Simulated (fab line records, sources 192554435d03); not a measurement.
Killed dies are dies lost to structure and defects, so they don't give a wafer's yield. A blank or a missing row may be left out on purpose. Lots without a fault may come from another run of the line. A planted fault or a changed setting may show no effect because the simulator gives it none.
Which tool did it? | flow n5_finfet | 10 lots, 27 wafers sampled, at 6 steps of a route of 1938

WHAT THE GAUGES READ, wafer by wafer
The record holds no reading of a measuring or inspecting step that can be judged against a usual standard deviation.

WHICH TOOL RAN EACH LOT (tool, then ch and the chambers of the sampled wafers, then the start)
lot  | N5_BEOL_M7_PECVD_70             | N5_BEOL_M7_ETCH_72                 | N5_BEOL_M7_DEGAS_44          | N5_BEOL_M7_CMP_52             | N5_BEOL_M8_ILD_DEP_00           | N5_PASSIVATION_PROBE_49
L244 | pecvd-01 ch 1,2, day 8 13:03    | rie_diel-03 ch 0,1, day 8 17:00    | pvd_sputter-01, day 8 17:59  | cmp-02 ch 0,2, day 8 19:31    | pecvd-04 ch 1,2, day 8 20:01    | prober-02, day 12 05:08
L246 | pecvd-01 ch 0,1, day 9 15:56    | rie_diel-03 ch 0,1,3, day 9 20:14  | pvd_sputter-03, day 9 21:25  | cmp-01 ch 1,2,3, day 9 22:56  | pecvd-04 ch 1,2, day 9 23:23    | prober-01, day 13 08:55
L248 | pecvd-03 ch 0,1,2, day 9 19:19  | rie_diel-03 ch 1,2,3, day 9 23:19  | pvd_sputter-03, day 10 00:42 | cmp-04 ch 1,2,3, day 10 01:56 | pecvd-04 ch 1,2, day 10 02:27   | prober-01, day 13 02:23
L254 | pecvd-02 ch 0,1, day 12 01:40   | rie_diel-01 ch 0,2, day 12 06:17   | pvd_sputter-03, day 12 07:26 | cmp-01 ch 0,2,3, day 12 08:58 | pecvd-03 ch 1,2, day 12 09:25   | prober-02, day 15 13:10
L259 | pecvd-01 ch 1, day 13 04:50     | rie_diel-01 ch 0,1, day 13 06:46   | pvd_sputter-01, day 13 10:08 | cmp-01 ch 1,2, day 13 11:19   | pecvd-04 ch 1,2, day 13 11:48   | prober-02, day 17 06:17
L258 | pecvd-01 ch 0,2, day 13 06:45   | rie_diel-02 ch 0,3, day 13 09:43   | pvd_sputter-01, day 13 10:49 | cmp-01 ch 2,3, day 13 12:02   | pecvd-01 ch 1,2, day 13 12:26   | prober-01, day 16 18:01
L260 | pecvd-01 ch 0,2, day 13 13:04   | rie_diel-03 ch 0,2, day 13 16:05   | pvd_sputter-03, day 13 17:57 | cmp-01 ch 1,2, day 13 19:22   | pecvd-04 ch 0,2, day 13 19:47   | prober-02, day 17 11:16
L264 | pecvd-03 ch 1,2, day 14 20:20   | rie_diel-02 ch 0,2, day 15 00:04   | pvd_sputter-02, day 15 01:23 | cmp-04 ch 0,1, day 15 02:55   | pecvd-03 ch 1,2, day 15 03:25   | -
L265 | pecvd-02 ch 0,1,2, day 15 04:39 | rie_diel-02 ch 0,2,3, day 15 08:32 | pvd_sputter-01, day 15 09:37 | cmp-02 ch 0,3, day 15 11:08   | pecvd-03 ch 1, day 15 11:37     | -
L266 | pecvd-03 ch 1,2, day 15 13:27   | rie_diel-01 ch 0,2,3, day 15 22:01 | pvd_sputter-03, day 15 22:57 | cmp-04 ch 0,1,3, day 16 02:04 | pecvd-04 ch 0,1,2, day 16 02:26 | -
- N5_BEOL_M7_PECVD_70: deposits SiO2 from TEOS/O2, target thk 20 nm, time 22.7 s.
- N5_BEOL_M7_ETCH_72: etches underlayer in N2/H2, target depth 6.5 nm, time 5.2 s.
- N5_BEOL_M7_DEGAS_44: time 60 s.
- N5_BEOL_M7_CMP_52: polishes, stops on SiCOH lowk, t overpolish 6.9 s, target thk 80 nm.
- N5_BEOL_M8_ILD_DEP_00: deposits SiCOH lowk from DEMS/porogen, target thk 179.75 nm, time 33.4 s.
- N5_PASSIVATION_PROBE_49

WHAT THE TOOLS THEMSELVES READ (means of the sampled wafers that have a number; where no wafer has one, the mark that the record gives instead)
N5_BEOL_M7_PECVD_70. Usual: heater_power_outer_w 426 W, standard deviation 83; heater_power_w 726 W, standard deviation 120; showerhead_plenum_p_Torr 8.76 Torr, standard deviation 0.064; showerhead_vpp_V 1313 V, standard deviation 55; throttle_valve_pct 22.3 %, standard deviation 0.81.
lot  | tool     | heater_power_outer_w (W) | heater_power_w (W) | showerhead_plenum_p_Torr (Torr) | showerhead_vpp_V (V) | throttle_valve_pct (%) | flag
L244 | pecvd-01 | 543                      | 933                | 8.69                            | 1263                 | 22.6                   |
L246 | pecvd-01 | 392                      | 686                | 8.67                            | 1278                 | 22.2                   |
L248 | pecvd-03 | 458                      | 778                | 8.81                            | 1279                 | 22.4                   |
L254 | pecvd-02 | 376                      | 671                | 8.77                            | 1367                 | 22.4                   |
L259 | pecvd-01 | 385                      | 696                | 8.66                            | 1272                 | 22.4                   |
L258 | pecvd-01 | 502                      | 824                | 8.73                            | 1276                 | 22.3                   |
L260 | pecvd-01 | 506                      | 845                | 8.70                            | 1269                 | 22.6                   |
L264 | pecvd-03 | 445                      | 773                | 8.80                            | 1307                 | 21.9                   |
L265 | pecvd-02 | 362                      | 634                | 8.79                            | 1368                 | 22.3                   |
L266 | pecvd-03 | 497                      | 835                | 8.80                            | 1269                 | 22.3                   |

N5_BEOL_M7_ETCH_72. Usual: drypump_motor_current_A 5.7 A, standard deviation 0.46; etch_rf_on_time_s 5.16 s, standard deviation 0.12; h2_flow_sccm 199.9 sccm, standard deviation 0.65; oes_product_au 0.67 a.u., standard deviation 0.086; rf_vpp_V 524.0 V, standard deviation 2.9; showerhead_plenum_p_Torr 2.54 Torr, standard deviation 0.085; throttle_valve_pct 17.9 %, standard deviation 0.31.
lot  | tool        | drypump_motor_current_A (A) | etch_rf_on_time_s (s) | h2_flow_sccm (sccm) | oes_product_au (a.u.) | rf_vpp_V (V) | showerhead_plenum_p_Torr (Torr) | throttle_valve_pct (%) | flag
L244 | rie_diel-03 | 5.7                         | 5.12                  | 199.7               | 0.64                  | 521.4        | 2.50                            | 18.2                   |
L246 | rie_diel-03 | 5.5                         | 5.10                  | 200.1               | 0.62                  | 523.2        | 2.53                            | 18.3                   |
L248 | rie_diel-03 | 5.4                         | 5.10                  | 199.6               | 0.62                  | 523.2        | 2.52                            | 18.1                   |
L254 | rie_diel-01 | 5.7                         | 5.10                  | 200.2               | 0.82                  | 523.1        | 2.51                            | 17.7                   |
L259 | rie_diel-01 | 6.0                         | 5.21                  | 200.2               | 0.77                  | 525.1        | 2.63                            | 17.4                   |
L258 | rie_diel-02 | 5.3                         | 5.40                  | 200.8               | 0.70                  | 525.0        | 2.56                            | 17.6                   |
L260 | rie_diel-03 | 5.5                         | 5.03                  | 199.6               | 0.84                  | 525.9        | 2.59                            | 17.6                   |
L264 | rie_diel-02 | 5.5                         | 5.32                  | 199.7               | 0.78                  | 525.8        | 2.63                            | 17.5                   |
L265 | rie_diel-02 | 5.5                         | 5.32                  | 200.1               | 0.72                  | 527.1        | 2.60                            | 17.6                   |
L266 | rie_diel-01 | 5.9                         | 5.19                  | 199.4               | 0.69                  | 525.1        | 2.55                            | 17.9                   |

N5_BEOL_M7_DEGAS_44. Usual: heater_power_w 321 W, standard deviation 28.
lot  | tool           | heater_power_w (W) | flag
L244 | pvd_sputter-01 | 324                |
L246 | pvd_sputter-03 | 321                |
L248 | pvd_sputter-03 | 334                |
L254 | pvd_sputter-03 | 310                |
L259 | pvd_sputter-01 | 322                |
L258 | pvd_sputter-01 | 300                |
L260 | pvd_sputter-03 | 350                |
L264 | pvd_sputter-02 | 343                |
L265 | pvd_sputter-01 | 325                |
L266 | pvd_sputter-03 | 303                |

N5_BEOL_M7_CMP_52. Usual: barrier_field_endpoint_s 29.5 s, standard deviation 0.83; edge_zone_pressure_frac 1.000, standard deviation 0.0045; motor_current_A 6.1 A, standard deviation 0.59.
lot  | tool   | barrier_field_endpoint_s (s) | edge_zone_pressure_frac | motor_current_A (A) | flag
L244 | cmp-02 | 28.7                         | 1.005                   | 6.6                 |
L246 | cmp-01 | 29.0                         | 0.994                   | 5.3                 |
L248 | cmp-04 | 30.4                         | 0.998                   | 6.2                 |
L254 | cmp-01 | 29.4                         | 1.003                   | 5.7                 |
L259 | cmp-01 | 34.6                         | 0.999                   | 5.4                 | OFF
L258 | cmp-01 | 38.7                         | 1.002                   | 5.4                 | OFF
L260 | cmp-01 | 37.8                         | 1.000                   | 5.5                 | OFF
L264 | cmp-04 | 30.8                         | 0.997                   | 5.9                 |
L265 | cmp-02 | 29.5                         | 0.996                   | 6.9                 |
L266 | cmp-04 | 29.7                         | 1.002                   | 6.2                 |

N5_BEOL_M8_ILD_DEP_00. Usual: heater_power_outer_w 154 W, standard deviation 33; heater_power_w 330 W, standard deviation 52; showerhead_plenum_p_Torr 5.733 Torr, standard deviation 0.013; showerhead_vpp_V 1330 V, standard deviation 46; throttle_valve_pct 13.9 %, standard deviation 1.
lot  | tool     | heater_power_outer_w (W) | heater_power_w (W) | showerhead_plenum_p_Torr (Torr) | showerhead_vpp_V (V) | throttle_valve_pct (%) | flag
L244 | pecvd-04 | 155                      | 324                | 5.732                           | 1292                 | 12.9                   |
L246 | pecvd-04 | 150                      | 315                | 5.734                           | 1302                 | 13.2                   |
L248 | pecvd-04 | 150                      | 315                | 5.730                           | 1291                 | 13.1                   |
L254 | pecvd-03 | 161                      | 348                | 5.746                           | 1386                 | 13.7                   |
L259 | pecvd-04 | 160                      | 315                | 5.740                           | 1291                 | 13.2                   |
L258 | pecvd-01 | 198                      | 404                | 5.716                           | 1336                 | 14.1                   |
L260 | pecvd-04 | 142                      | 326                | 5.726                           | 1348                 | 14.4                   |
L264 | pecvd-03 | 201                      | 404                | 5.747                           | 1345                 | 13.9                   |
L265 | pecvd-03 | 136                      | 312                | 5.737                           | 1437                 | 13.4                   |
L266 | pecvd-04 | 135                      | 300                | 5.734                           | 1324                 | 14.2                   |

N5_PASSIVATION_PROBE_49. Usual: defect_limited_yield 91.1 %, standard deviation 1.5; killed_at_M0_to_M3 37, standard deviation 11; killed_at_M4_up 13, standard deviation 5.6; killed_at_contacts 12, standard deviation 5.6; killed_at_front_end 39, standard deviation 11; killed_at_other 4, standard deviation 3.1; killed_dies 105, standard deviation 18; killed_open 69, standard deviation 13; killed_short 35, standard deviation 7.4; sort_bin_4_leakage 0.00 %, standard deviation 0.022; sort_bin_5_function 5.1 %, standard deviation 0.92; sort_bin_6_memory 3.4 %, standard deviation 0.76; sort_bin_8_speed 0.02 %, standard deviation 0.11; sort_n_pass 1075, standard deviation 18; sort_yield_pct 91.1 %, standard deviation 1.5.
lot  | tool      | defect_limited_yield (%) | killed_at_M0_to_M3 | killed_at_M4_up | killed_at_contacts | killed_at_front_end | killed_at_other | killed_dies | killed_open | killed_short | sort_bin_4_leakage (%) | sort_bin_5_function (%) | sort_bin_6_memory (%) | sort_bin_8_speed (%) | sort_n_pass | sort_yield_pct (%) | flag
L244 | prober-02 | 92.2                     | 28                 | 10              | 14                 | 39                  | 1               | 92          | 63          | 29           | 0.03                   | 4.5                     | 2.9                   | 0.00                 | 1087        | 92.2               |
L246 | prober-01 | 91.2                     | 38                 | 16              | 10                 | 35                  | 4               | 104         | 68          | 31           | 0.00                   | 5.1                     | 3.4                   | 0.00                 | 1076        | 91.2               |
L248 | prober-01 | 91.7                     | 24                 | 21              | 11                 | 39                  | 3               | 98          | 61          | 33           | 0.00                   | 5.1                     | 2.6                   | 0.03                 | 1082        | 91.7               |
L254 | prober-02 | 90.9                     | 40                 | 10              | 22                 | 30                  | 4               | 107         | 71          | 36           | 0.00                   | 5.2                     | 3.4                   | 0.00                 | 1073        | 90.9               |
L259 | prober-02 | 91.7                     | 32                 | 14              | 12                 | 40                  | 1               | 98          | 60          | 38           | 0.00                   | 4.9                     | 3.1                   | 0.00                 | 1082        | 91.7               |
L258 | prober-01 | 90.5                     | 38                 | 14              | 15                 | 45                  | 0               | 112         | 72          | 40           | 0.00                   | 5.7                     | 3.6                   | 0.00                 | 1068        | 90.5               |
L260 | prober-02 | 92.2                     | 26                 | 12              | 10                 | 40                  | 3               | 92          | 61          | 30           | 0.00                   | 4.8                     | 2.7                   | 0.00                 | 1088        | 92.2               |

THE ANSWER, worked out from the rows above alone
Rule: a lot is off if the mean of its wafers that have a number lies more than 3 standard deviations from the usual mean. A lot without any number at a reading at which 4 lots or more have one is off too. The other lots that the step has rows for count as sound. The gauges are gone through in route order, then the tools' own readings, and for those a lot's mean is taken as printed above. The first step at which some lot is off is used, and at that step the reading that is off furthest; a lot without a number counts as furthest.
Off: L259, L258, L260, at N5_BEOL_M7_CMP_52 (barrier_field_endpoint_s).
A tool fits if, at that step or a process step before it, it ran every lot that is off, and no sound lot after the first of them. Can't be told from this: 2 tools fit, pecvd-01 at N5_BEOL_M7_PECVD_70, cmp-01 at N5_BEOL_M7_CMP_52.

WHAT THE SIMULATOR HAD PUT IN
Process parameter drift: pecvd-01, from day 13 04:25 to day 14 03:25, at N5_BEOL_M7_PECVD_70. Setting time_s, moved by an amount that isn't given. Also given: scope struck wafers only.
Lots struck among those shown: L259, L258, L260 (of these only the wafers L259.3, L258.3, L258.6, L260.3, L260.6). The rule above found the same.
